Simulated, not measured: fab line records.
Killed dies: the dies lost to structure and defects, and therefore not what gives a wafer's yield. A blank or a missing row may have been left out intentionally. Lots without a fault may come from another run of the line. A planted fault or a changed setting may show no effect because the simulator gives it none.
Which tool was responsible? ; flow nand-harc ; 72 wafers from 24 lots sampled at 2 of the route's 1159 steps

WHAT EACH GAUGE READ, for each wafer
NHARC_A_CONTACT_OVL_MEAS_43. Usual: overlay-x-nm 0.0 nm, standard deviation 0.81; overlay-y-nm -0.2 nm, standard deviation 0.83.
lot;measured;on;overlay-x-nm (nm);overlay-y-nm (nm);flag
L074;day 16 07:17;overlay-01;1.2 0.7 0.4;1.3 0.3 0.8;
L078;day 16 18:23;overlay-02;-0.2 -0.6 -0.5;-0.3 -0.5 -0.7;
L075;day 16 18:33;overlay-01;-0.2 -0.5 -0.6;-0.3 -0.1 -0.7;
L077;day 17 06:41;overlay-01;-0.2 -0.3 -0.3;-0.9 -0.9 -1.4;
L076;day 16 23:54;overlay-01;0.5 0.3 0.4;0.2 0.4 0.3;
L079;day 17 04:59;overlay-01;0.6 -0.1 0.4;0.2 -0.2 0.0;
L080;day 17 00:25;overlay-01;-1.1 -1.5 -1.0;0.5 0.2 0.2;
L082;day 18 08:11;overlay-02;-0.8 0.3 0.2;0.5 0.8 0.0;
L081;day 18 07:58;overlay-02;0.5 -0.2 0.9;-2.3 -2.0 -1.5;
L084;day 18 23:29;overlay-02;-0.3 0.0 -0.2;-0.6 0.4 0.0;
L085;day 18 19:13;overlay-01;-1.4 -0.9 -1.0;0.1 0.4 -0.2;
L083;day 18 17:41;overlay-01;0.2 0.4 0.1;0.8 0.0 0.1;
L087;day 19 08:10;overlay-02;0.0 0.4 0.1;0.4 0.4 0.4;
L088;day 20 00:45;overlay-02;-1.1 -0.7 -1.3;-0.5 -0.7 -0.3;
L089;day 20 07:13;overlay-01;0.5 1.0 1.2;-0.5 -0.5 -0.7;
L086;day 20 05:19;overlay-01;2.4 2.0 2.2;1.5 1.8 1.5;
L090;day 20 12:00;overlay-01;1.4 0.5 0.9;0.9 0.0 1.1;
L092;day 20 16:41;overlay-01;-1.8 -1.5 -1.6;-1.2 -0.7 -1.5;
L091;day 20 21:43;overlay-01;0.1 -0.5 -0.1;-0.6 -1.1 0.1;
L094;day 20 23:48;overlay-02;0.5 0.8 0.9;-0.9 -1.5 -1.2;
L095;day 20 19:31;overlay-02;-0.5 -0.2 -0.4;0.0 -0.4 -0.2;
L093;day 21 07:22;overlay-01;-0.6 -0.4 -0.5;-1.1 -1.5 -0.8;
L096;day 21 21:55;overlay-02;-0.1 0.3 0.4;0.5 0.8 0.7;
L097;day 22 02:13;overlay-02;-0.3 -0.3 -0.7;0.8 0.2 0.5;

WHAT TOOL EACH LOT RAN ON (gives the tool, then ch and the chambers of the sampled wafers, and finally the start)
lot;NHARC_A_WL_FILL_CVD_03
L074;cvd-w-02 ch 0,1, day 15 02:29
L078;cvd-w-01 ch 1, day 15 13:32
L075;cvd-w-02 ch 0,1, day 15 15:11
L077;cvd-w-01 ch 0,1, day 15 16:26
L076;cvd-w-02 ch 0,1, day 15 16:35
L079;cvd-w-01 ch 0,1, day 15 19:44
L080;cvd-w-02 ch 0,1, day 15 19:53
L082;cvd-w-01 ch 0,1, day 17 00:53
L081;cvd-w-01 ch 0,1, day 17 03:15
L084;cvd-w-01 ch 0,1, day 17 08:01
L085;cvd-w-01 ch 0,1, day 17 11:19
L083;cvd-w-01 ch 0,1, day 17 13:43
L087;cvd-w-01 ch 0,1, day 18 02:52
L088;cvd-w-01 ch 1, day 18 17:34
L089;cvd-w-02 ch 0,1, day 18 18:14
L086;cvd-w-02 ch 0,1, day 18 20:07
L090;cvd-w-01 ch 0, day 18 23:41
L092;cvd-w-01 ch 0,1, day 19 02:00
L091;cvd-w-02 ch 0, day 19 08:26
L094;cvd-w-01 ch 0,1, day 19 09:19
L095;cvd-w-01 ch 0,1, day 19 12:08
L093;cvd-w-02 ch 0, day 19 12:11
L096;cvd-w-02 ch 0,1, day 20 16:24
L097;cvd-w-02 ch 0,1, day 20 23:51
- NHARC_A_WL_FILL_CVD_03: deposits W, target thk 40 nm, time 3302 s.

WHAT THE TOOLS THEMSELVES READ (means of the sampled wafers that have a number; where no wafer has one, the mark that the record gives instead)
NHARC_A_WL_FILL_CVD_03. Usual: chamber-pressure-Torr 40.00 Torr, standard deviation 0.1; heater-power-w 449 W, standard deviation 45; throttle-valve-pct 7.9 %, standard deviation 0.38.
lot;tool;chamber-pressure-Torr (Torr);heater-power-w (W);throttle-valve-pct (%);flag
L074;cvd-w-02;39.98;493;8.1;
L078;cvd-w-01;39.99;427;7.8;
L075;cvd-w-02;39.99;500;8.2;
L077;cvd-w-01;40.02;423;7.5;
L076;cvd-w-02;40.11;505;8.3;
L079;cvd-w-01;40.08;432;7.6;
L080;cvd-w-02;40.01;495;8.1;
L082;cvd-w-01;40.02;422;7.6;
L081;cvd-w-01;39.96;427;7.6;
L084;cvd-w-01;39.94;420;7.6;
L085;cvd-w-01;39.96;424;7.7;
L083;cvd-w-01;40.04;424;7.7;
L087;cvd-w-01;39.95;426;7.7;
L088;cvd-w-01;40.05;425;7.8;
L089;cvd-w-02;39.96;481;8.2;
L086;cvd-w-02;40.09;448;8.4;
L090;cvd-w-01;40.05;422;7.6;
L092;cvd-w-01;40.02;432;7.6;
L091;cvd-w-02;40.04;516;7.9;
L094;cvd-w-01;39.99;420;7.6;
L095;cvd-w-01;39.92;424;7.6;
L093;cvd-w-02;40.00;526;8.0;
L096;cvd-w-02;39.85;451;8.4;
L097;cvd-w-02;39.99;487;8.3;

THE ANSWER, worked out from the rows above alone
Rule: lot off if the mean of its wafers having a number is beyond 3 standard deviations from the usual mean. Also off: a lot with no number at a reading for which 4 or more lots have one. All remaining lots with rows at the step are treated as sound. After the gauges, taken in route order, come the tools' own readings; for these a lot's mean is taken, as printed above. At the first step where some lot is off, the reading lying furthest off is the one used; lots without a number count as furthest.
No lot is off at any reading shown: from this, nothing can be told.

WHAT THE SIMULATOR PUT IN
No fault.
